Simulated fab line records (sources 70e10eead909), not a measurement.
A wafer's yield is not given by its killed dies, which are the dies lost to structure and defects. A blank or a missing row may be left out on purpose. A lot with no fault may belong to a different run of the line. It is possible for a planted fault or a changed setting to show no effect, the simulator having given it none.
Problem report, 8D (eight disciplines) form, completed by code / flow nand_harc / the parts of the form that need people (team, actions taken, sign-off) are left out

== 1. WHAT WENT WRONG ==
sort_bin_3_pct at NHARC_END_SORT_01 reads a mean of 4.7 % on 1 wafer of 1 lot; wafers without a fault read 0.6 % with a standard deviation of 0.41. Relative to the usual mean, that is a shift of +10 standard deviations.
Earliest sighting: wafer L144.2 on prober-02 at day 30 19:05. The record holds 2 wafers of 1 lot with a number at this step. The rule behind "out" and "out of limits": a value lying over 4 standard deviations away from the usual mean. All remaining wafers that have a number are taken as sound.

== 2. WHAT IT IS, WHAT IT ISN'T ==
question=which readings at this step; is=sort_bin_3_pct, defect_limited_yield, killed_at_array, killed_dies, sort_bin_2_pct, sort_n_pass, sort_yield_pct; is not=killed_at_other, killed_at_periphery, killed_open, killed_short, sort_rim_yield_pct
question=which lots; is=L144; is not=-
question=which wafers of those lots; is=L144.2; is not=L144.1
question=read on which gauges; is=prober-02; is not=-
question=when; is=from day 30 19:05; is not=up to then (1 sound wafer)

== 3. WHAT RULES OUT EACH SUSPECT ==
Counting: if a tool at a process step up to the reading ran every lot that is out, it stays a suspect. Sound lots after the first of them don't rule it out here, since some wafers of a struck lot are sound.
- the gauge at NHARC_END_SORT_01: kept. All the wafers that are out were read on prober-02, and no step on other tools shows them out.
- pecvd-02 at NHARC_A_M1_PRE_CLEAN_32 (time 12 s): kept. It ran the lot that is out, L144 (day 29 04:46).
- rie_diel-03 at NHARC_A_BONDPAD_STRIP_15 (strips in O2): kept. It ran the lot that is out, L144 (day 29 07:15).
- rie_diel-13 at NHARC_HYBRID_BOND_ACTIVATE_00 (chemistry N2, time 60 s): kept. It ran the lot that is out, L144 (day 29 09:28).
- rie_si-01 at NHARC_THIN_TSV_ETCH_15 (target depth 3000 nm, bosch target overetch cycles 2, bosch etch step 2.8 s): kept. It ran the lot that is out, L144 (day 29 22:02).
- At NHARC_A_M1_PRE_CLEAN_32 on pecvd-02, chamber 2 took the sound wafers of the same lots and chamber 1 took the wafers that are out.
- At NHARC_A_BONDPAD_STRIP_15 on rie_diel-03, chamber 0 took the sound wafers of the same lots and chamber 1 took the wafers that are out.
- At NHARC_HYBRID_BOND_ACTIVATE_00 on rie_diel-13, chamber 1 took the sound wafers of the same lots and chamber 0 took the wafers that are out.
- At NHARC_THIN_TSV_ETCH_15 on rie_si-01, chamber 1 took the sound wafers of the same lots and chamber 0 took the wafers that are out.
Left after counting: pecvd-02 at NHARC_A_M1_PRE_CLEAN_32, rie_diel-03 at NHARC_A_BONDPAD_STRIP_15, rie_diel-13 at NHARC_HYBRID_BOND_ACTIVATE_00, rie_si-01 at NHARC_THIN_TSV_ETCH_15, prober-02 at NHARC_END_SORT_01.

== 4. THE CAUSE (what the simulator had put in) ==
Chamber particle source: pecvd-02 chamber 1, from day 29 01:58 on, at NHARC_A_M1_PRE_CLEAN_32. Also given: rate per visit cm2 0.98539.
Of the 5 suspects that counting leaves, this tool is one.

== 5. THE EFFECT CHAIN, in route order ==
One row per reading whose mean, taken over the struck wafers that have a number, lies over 3 standard deviations from the usual. Readings are gone through only where the record gives a usual standard deviation; hours: the median, over the lots, of the time from a lot's start at the first step in this table giving one to that lot's start at this step; sigmas: the change measured in usual standard deviations.
hours=0; step=NHARC_END_SORT_01; reading=defect_limited_yield; usual=91.6 %; on struck wafers=74.4; change=-17.2; sigmas=-6.1
hours=0; step=NHARC_END_SORT_01; reading=killed_at_array; usual=52; on struck wafers=168; change=+116; sigmas=+6.4
hours=0; step=NHARC_END_SORT_01; reading=killed_dies; usual=57; on struck wafers=173; change=+116; sigmas=+6.1
hours=0; step=NHARC_END_SORT_01; reading=sort_bin_2_pct; usual=3.0 %; on struck wafers=10.8; change=+7.8; sigmas=+7.1
hours=0; step=NHARC_END_SORT_01; reading=sort_bin_3_pct; usual=0.6 %; on struck wafers=4.7; change=+4.1; sigmas=+10
hours=0; step=NHARC_END_SORT_01; reading=sort_bin_4_pct; usual=4.7 %; on struck wafers=10.0; change=+5.3; sigmas=+3.3
hours=0; step=NHARC_END_SORT_01; reading=sort_n_pass; usual=620; on struck wafers=504; change=-116; sigmas=-6.1
hours=0; step=NHARC_END_SORT_01; reading=sort_yield_pct; usual=91.6 %; on struck wafers=74.4; change=-17.2; sigmas=-6.1

== 6. WHAT WOULD HAVE CAUGHT IT SOONER ==
The first out-of-limits reading at a measuring or inspecting step in this record came at day 30 19:05, 41 hours after the fault's start at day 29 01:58.
Of the tool readings at NHARC_A_M1_PRE_CLEAN_32 for which the record gives a usual standard deviation, none was out on any struck wafer, so an alarm limit of 4 standard deviations on them would not have fired.
By day 30 19:05, every lot that is out (1) had started NHARC_A_M1_PRE_CLEAN_32 on pecvd-02. Tool hold at that time: it would have spared none of them.
